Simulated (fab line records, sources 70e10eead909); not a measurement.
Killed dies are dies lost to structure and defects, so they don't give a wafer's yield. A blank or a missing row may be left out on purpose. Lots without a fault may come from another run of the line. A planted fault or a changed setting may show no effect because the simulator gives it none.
fab line records | flow nand_harc
record lots=5 wafers=15 last_day=33
route steps=1302 shown P_CONTACT@228
lots that met no fault: from a run of the same line without faults
start_h: hours from the record's first day to the start of the lot's first wafer shown | wait_h: hours since the lot's step before | " the same as in the row above | L1.1+2: a row that stands for several wafers | - no value, or no start given | * or withheld: withheld | < > ~ a bound
route shown NAME@n: a module of which the file shows steps, and the number in the route of the first | usual: mean/standard deviation of fault-free wafers | same: alike in all rows | chamber/n: place in a boat | sites: the reading at each site | _std_site: their standard deviation | _edge_site: outer sites' mean less inner sites' | radius_mm: how far each site lies from the wafer's centre | mask NAME#n: copy n | behind: the tool/chamber that last shaped the wafer | hold: why the lot was held/for how many hours/how that ended | device: the transistor (n, p or np) that didn't switch | end of line: the same wafers' tests at the end of the route | a step without rows: its recipe alone | killed: dies lost to structure and defects at the first sort, not the wafer's yield | map: a wafer's dies, x killed, . not, _ none there
set.NAME: the setting as run; set.NAME@STEP: as run at that earlier step | model.NAME: the simulator's own value behind a step, which no gauge read
lots at some steps of the route; a table a step, a row a wafer
services: from which hour (start_h, from the record's first day; less than 0 if before it) a tool's chamber was out of use, for how many hours, and why
## steps
# step NHARC_P_CONTACT_EBR_08
# step NHARC_P_CONTACT_EXPOSE_09
# recipe na=1.35 target_cd_nm=90 dose_mj=81.26 mask_id=P_CA
# step NHARC_P_CONTACT_PEB_10
# recipe peb_temp_c=100 peb_time_s=65
# step NHARC_P_CONTACT_DEVELOP_11
# recipe develop_time_s=35 dev_temp_c=23
# step NHARC_P_CONTACT_CD_MEAS_12
# recipe target_cd_nm=90 landing_energy_ev=500
# usual cd_nm=90.4/0.7
# columns lot.wafer tool chamber start_h wait_h cd_nm
L249.2 cd_sem-03 0 117.85 - 88.9
L249.5 " 0 " " 90.2
L249.6 " 0 " " 89.8
L256.1 cd_sem-02 0 184.94 - 90.0
L256.2 " 0 " " 90.6
L256.6 " 0 " " 91.0
L258.1 cd_sem-02 0 209.51 - 89.3
L258.2 " 0 " " 90.5
L258.4 " 0 " " 90.3
L267.2 cd_sem-02 0 300.95 - 90.2
L267.3 " 0 " " 89.8
L267.5 " 0 " " 89.9
L272.2 cd_sem-02 0 357.12 - 89.9
L272.3 " 0 " " 89.4
L272.6 " 0 " " 89.6
# step NHARC_P_CONTACT_OVL_MEAS_13
# usual overlay_x_nm=-0.3/0.67 overlay_y_nm=0.1/0.75
# columns lot.wafer tool chamber start_h wait_h overlay_x_nm overlay_y_nm
L249.2 overlay-01 - 117.94 - -0.4 -0.8
L249.5 " - " " -0.1 -1.0
L249.6 " - " " -0.7 -0.3
L256.1 overlay-01 - 185.03 - -0.6 0.2
L256.2 " - " " -0.5 0.4
L256.6 " - " " -0.3 0.6
L258.1 overlay-01 - 209.60 - 0.8 1.2
L258.2 " - " " 0.4 1.0
L258.4 " - " " 0.4 0.7
L267.2 overlay-01 - 301.04 - -1.6 -1.0
L267.3 " - " " -1.1 -1.5
L267.5 " - " " -0.3 -0.8
L272.2 overlay-02 - 357.21 - -1.1 1.0
L272.3 " - " " -1.3 0.1
L272.6 " - " " -0.8 0.4
# step NHARC_P_CONTACT_INSPECT_14
# usual raw_defect_count=3.8/2.1
# columns lot.wafer tool chamber start_h wait_h raw_defect_count
L249.2 defect_inspect-01 - 117.98 0.0 3
L249.5 " - " " 2
L249.6 " - " " 2
L256.1 defect_inspect-01 - 185.07 0.0 6
L256.2 " - " " 3
L256.6 " - " " 1
L258.1 defect_inspect-02 - 209.64 0.0 4
L258.2 " - " " 3
L258.4 " - " " 7
L267.2 defect_inspect-01 - 301.07 0.0 5
L267.3 " - " " 8
L267.5 " - " " 3
L272.2 defect_inspect-02 - 357.24 0.0 1
L272.3 " - " " 3
L272.6 " - " " 3
# step NHARC_P_CONTACT_DESCUM_17
# recipe time_s=3 o2_flow_sccm=200 ar_flow_sccm=0 bias_power_w=0 chemistry=O2
# usual drypump_motor_current_A=5.8/0.51 oes_product_au=0.998/0.0097 rf_vpp_V=57.9/0.93 showerhead_plenum_p_Torr=1.95/0.078 throttle_valve_pct=11.311/0.0096
# same time_s=3
# columns lot.wafer tool chamber start_h wait_h drypump_motor_current_A oes_product_au rf_hours_counter_h rf_vpp_V showerhead_plenum_p_Torr throttle_valve_pct
L249.2 rie_diel-12 0 118.05 0.1 5.2 0.987 0.3 58.1 1.95 11.317
L249.5 " 3 " " 6.7 1.004 - 56.2 1.88 11.317
L249.6 " 0 " " 5.2 0.994 - 58.0 1.95 11.326
L256.1 rie_diel-12 0 185.14 0.1 5.2 0.998 2.4 59.5 1.95 11.331
L256.2 " 1 " " 6.0 1.001 2.4 58.3 1.98 11.316
L256.6 " 3 " " 6.7 1.013 - 56.9 1.88 11.315
L258.2 rie_diel-12 2 209.71 0.1 5.5 0.984 3.5 57.4 1.85 11.315
L258.4 " 3 " " 6.7 1.005 3.4 57.9 1.88 11.302
L258.1 " 0 " " 5.2 0.998 3.3 58.4 1.95 11.317
L267.2 rie_diel-04 0 301.14 0.1 6.2 1.005 2.9 59.3 2.06 11.332
L267.3 " 1 " " 5.3 0.993 3.0 58.2 1.95 11.311
L267.5 " 3 " " 5.4 1.016 - 58.8 2.05 11.300
L272.2 rie_diel-10 3 357.32 0.1 6.1 0.992 5.3 58.0 1.83 11.310
L272.3 " 0 " " 6.1 1.005 5.5 58.7 2.06 11.311
L272.6 " 2 " " 5.6 0.996 - 57.3 1.89 11.325
# step NHARC_P_CONTACT_ETCH_35
# recipe target_depth_a=390 over_etch_frac=0.3 time_s=65 ion_energy_ev=80 cf4_flow_sccm=150 ar_flow_sccm=0 rf_w=300 bias_w=100 chemistry=CF4
# usual cf4_flow_sccm=149.9/0.41 drypump_motor_current_A=5.8/0.51 oes_product_au=0.999/0.011 rf_vpp_V=151.6/1.2 run_length_s=86.4/0.44 showerhead_plenum_p_Torr=1.79/0.067 throttle_valve_pct=13.284/0.0093
# same time_s=65
# columns lot.wafer tool chamber start_h wait_h cf4_flow_sccm drypump_motor_current_A oes_product_au rf_hours_counter_h rf_vpp_V run_length_s showerhead_plenum_p_Torr throttle_valve_pct
L249.2 rie_diel-12 0 118.12 0.1 149.9 5.2 0.987 0.3 152.3 86.7 1.80 13.285
L249.5 " 0 " " 149.6 5.2 1.007 - 151.0 86.8 1.80 13.288
L249.6 " 1 " " 149.8 6.0 0.997 - 150.2 86.3 1.82 13.287
L256.2 rie_diel-12 3 185.22 0.1 149.9 6.7 1.023 2.4 151.1 86.1 1.74 13.287
L256.1 " 1 " " 150.5 6.0 1.007 2.4 152.4 86.6 1.82 13.284
L256.6 " 2 " " 149.4 5.5 0.989 - 150.6 86.9 1.71 13.271
L258.2 rie_diel-12 2 209.78 0.1 150.1 5.5 0.996 3.5 149.3 87.0 1.71 13.284
L258.1 " 0 " " 149.9 5.2 0.994 3.4 151.2 86.5 1.80 13.279
L258.4 " 1 " " 149.6 6.0 1.005 3.5 152.4 86.2 1.82 13.275
L267.3 rie_diel-04 1 301.23 0.1 149.5 5.3 0.993 3.1 152.3 86.4 1.80 13.292
L267.2 " 2 " " 149.7 5.8 1.012 1.9 153.0 85.6 1.85 13.276
L267.5 " 1 " " 150.4 5.3 0.999 - 151.9 86.8 1.80 13.297
L272.2 rie_diel-10 0 357.40 0.1 150.6 6.2 1.003 5.5 152.8 86.3 1.89 13.275
L272.3 " 1 " " 150.7 5.0 0.996 4.3 151.8 86.7 1.86 13.284
L272.6 " 2 " " 150.6 5.6 0.999 - 151.6 86.1 1.75 13.283
# step NHARC_P_CONTACT_ETCH_36
# recipe target_depth_a=2600 over_etch_frac=0.25 time_s=406.25 ion_energy_ev=200 n2_flow_sccm=150 h2_flow_sccm=150 ar_flow_sccm=0 rf_w=400 bias_w=150 chemistry=N2/H2
# usual drypump_motor_current_A=5.8/0.51 oes_product_au=0.999/0.0097 rf_vpp_V=431.4/2.5 run_length_s=427.7/0.41 showerhead_plenum_p_Torr=2.07/0.084 throttle_valve_pct=14.171/0.0087
# same time_s=406.25
# columns lot.wafer tool chamber start_h wait_h drypump_motor_current_A oes_product_au rf_hours_counter_h rf_vpp_V run_length_s showerhead_plenum_p_Torr throttle_valve_pct
L249.2 rie_diel-12 3 - - 6.7 0.997 0.3 429.4 427.8 2.00 14.160
L249.5 " 1 " " 6.0 0.998 - 432.1 427.6 2.11 14.166
L249.6 " 2 " " 5.5 0.977 - 428.4 428.3 1.97 14.179
L256.2 rie_diel-12 2 - - 5.5 0.988 2.4 428.7 428.4 1.97 14.167
L256.1 " 0 " " 5.2 0.995 2.5 432.4 427.8 2.08 14.163
L256.6 " 2 " " 5.5 0.995 - 429.6 428.3 1.97 14.176
L258.1 rie_diel-12 3 - - 6.7 1.008 3.5 429.1 427.7 2.00 14.166
L258.2 " 0 " " 5.3 1.005 3.4 431.8 428.1 2.08 14.175
L258.4 " 1 " " 6.0 1.001 3.5 433.2 427.5 2.11 14.185
L267.2 rie_diel-04 0 - - 6.2 1.011 3.0 435.5 427.2 2.20 14.165
L267.3 " 1 " " 5.2 0.990 3.1 432.5 427.7 2.08 14.156
L267.5 " 3 " " 5.4 1.006 - 434.9 427.8 2.19 14.171
L272.2 rie_diel-10 2 - - 5.6 1.001 5.4 428.7 427.2 2.01 14.177
L272.3 " 3 " " 6.1 0.988 5.4 426.8 427.9 1.95 14.162
L272.6 " 1 " " 5.0 0.997 - 433.9 427.3 2.15 14.159
# step NHARC_P_CONTACT_ETCH_18
# recipe target_depth_a=4810 time_s=240.5 c4f8_flow_sccm=20 o2_flow_sccm=10 ar_flow_sccm=withheld rf_w=600 bias_w=1500 chemistry=C4F8/O2/Ar
# usual oes_product_au=0.963/0.017 rf_vpp_V=980/5.2 run_length_s=261.9/0.4
# same time_s=240.5
# columns lot.wafer tool chamber start_h wait_h oes_product_au rf_hours_counter_h rf_vpp_V run_length_s
L249.2 rie_diel-12 1 - - 0.970 0.7 981 261.7
L249.5 " 2 " " 0.955 - 973 262.3
L249.6 " 3 " " 0.968 - 978 261.4
L256.2 rie_diel-12 3 - - 0.962 2.7 976 261.7
L256.1 " 2 " " 0.966 2.6 975 262.1
L256.6 " 3 " " 0.966 - 977 261.5
L258.1 rie_diel-12 3 - - 0.970 3.7 976 262.0
L258.4 " 0 " " 0.961 3.6 982 262.0
L258.2 " 2 " " 0.952 3.7 974 262.1
L267.2 rie_diel-04 0 - - 0.975 3.2 988 260.8
L267.3 " 3 " " 0.960 2.8 988 261.9
L267.5 " 1 " " 0.959 - 980 262.1
L272.3 rie_diel-10 0 - - 0.979 5.7 987 261.8
L272.2 " 1 " " 0.956 4.5 985 261.6
L272.6 " 3 " " 0.960 - 973 262.4
# step NHARC_P_CONTACT_STRIP_37
# recipe c4f8_flow_sccm=withheld o2_flow_sccm=8 ar_flow_sccm=withheld bias_w=0 chemistry=C4F8/O2/Ar
# step NHARC_P_CONTACT_ETCH_31
# recipe target_depth_a=300 time_s=85.7 ion_energy_ev=120 over_etch_frac=1 ch3f_flow_sccm=50 o2_flow_sccm=30 ar_flow_sccm=200 rf_w=500 bias_w=100 chemistry=CH3F/O2
# usual drypump_motor_current_A=5.8/0.52 oes_product_au=0.979/0.013 rf_vpp_V=244.9/1.6 run_length_s=107.1/0.43 showerhead_plenum_p_Torr=2.50/0.098 throttle_valve_pct=20.664/0.01
# columns lot.wafer tool chamber start_h wait_h drypump_motor_current_A oes_product_au rf_hours_counter_h rf_vpp_V run_length_s showerhead_plenum_p_Torr throttle_valve_pct
L249.2 rie_diel-12 3 118.79 - 6.7 1.004 0.5 244.8 106.9 2.41 20.672
L249.6 " 2 " " 5.5 0.983 - 242.0 107.5 2.38 20.674
L249.5 " 3 " " 6.7 0.986 - 242.3 106.9 2.41 20.654
L256.2 rie_diel-12 0 185.87 - 5.2 0.968 2.7 244.6 107.4 2.51 20.665
L256.1 " 2 " " 5.5 0.972 2.6 243.1 107.4 2.38 20.668
L256.6 " 0 " " 5.2 0.962 - 246.1 107.8 2.51 20.658
L258.1 rie_diel-12 1 210.44 - 6.0 0.974 3.7 248.3 68.5 2.54 20.658
L258.4 " 3 " " 6.7 0.989 3.8 244.8 106.8 2.41 20.667
L258.2 " 0 " " 5.2 0.982 3.7 245.2 107.3 2.51 20.662
L267.2 rie_diel-04 0 301.88 - 6.2 0.989 3.3 246.6 106.0 2.64 20.671
L267.3 " 2 " " 5.8 0.995 2.1 247.6 106.4 2.57 20.660
L267.5 " 0 " " 6.2 0.995 - 246.4 106.0 2.64 20.668
L272.3 rie_diel-10 1 358.05 - 5.0 0.986 4.6 245.2 106.9 2.58 20.664
L272.2 " 0 " " 6.2 0.989 5.7 246.8 107.4 2.64 20.673
L272.6 " 1 " " 5.0 0.981 - 246.2 107.0 2.58 20.670
# step NHARC_P_CONTACT_CD_MEAS_19
# usual cd_nm=90.5/1.6
# columns lot.wafer tool chamber start_h wait_h cd_nm
L249.2 cd_sem-01 - 118.91 - 90.0
L249.5 " - " " 90.1
L249.6 " - " " 89.7
L256.1 cd_sem-01 - 186.00 - 90.1
L256.2 " - " " 89.6
L256.6 " - " " 88.6
L258.1 cd_sem-02 - 210.57 - 88.5
L258.2 " - " " 90.8
L258.4 " - " " 92.0
L267.2 cd_sem-01 - 302.01 - 88.5
L267.3 " - " " 89.3
L267.5 " - " " 90.7
L272.2 cd_sem-03 - 358.18 - 88.6
L272.3 " - " " 90.0
L272.6 " - " " 91.8
## services
# columns tool chamber start_h hours kind
rie_diel-10 1 96.19 6.3 repair
rie_diel-12 0 100.40 - clean
rie_diel-12 1 100.40 - clean
rie_diel-12 2 100.40 - clean
rie_diel-12 3 100.40 - clean
rie_diel-12 0 124.90 - clean
rie_diel-12 1 124.90 - clean
rie_diel-12 2 124.90 - clean
rie_diel-12 3 124.90 - clean
rie_diel-10 1 126.67 23.2 repair
rie_diel-12 0 149.40 - clean
rie_diel-04 1 168.94 4.7 repair
rie_diel-04 2 176.95 11.7 repair
rie_diel-04 - 177.90 9.0 pm
rie_diel-10 - 242.50 9.0 pm
rie_diel-04 2 243.52 17.9 repair
rie_diel-10 1 261.71 13.3 repair
rie_diel-12 2 267.40 1.3 repair
rie_diel-04 2 267.98 3.5 repair
rie_diel-12 - 268.40 9.0 pm
rie_diel-12 1 278.68 3.4 repair
rie_diel-12 1 291.57 20.1 repair
rie_diel-04 3 310.87 1.5 repair
rie_diel-04 - 354.90 9.0 pm
## key
first_sign step=NHARC_P_CONTACT_ETCH_31 reading=run_length_s direction=down sigmas=90 usual=* struck=*
effect none on later readings
met_at NHARC_P_CONTACT_ETCH_31
struck_wafers L258.1
tester_left_out L258
fault kind=process_parameter_drift tool=rie_diel-12 chamber=1 onset_h=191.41 steps=NHARC_P_CONTACT_ETCH_31 channel=time_s offset=* shape=step end_h=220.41 acts_in=* stated=*
# tester_left_out: of these lots the tester's yield and bins aren't shown, on N5 and GAA mostly nor the transistor test; their killed dies are dies lost to structure and defects alone, not to doping, threshold or leakage, so they don't give the yield
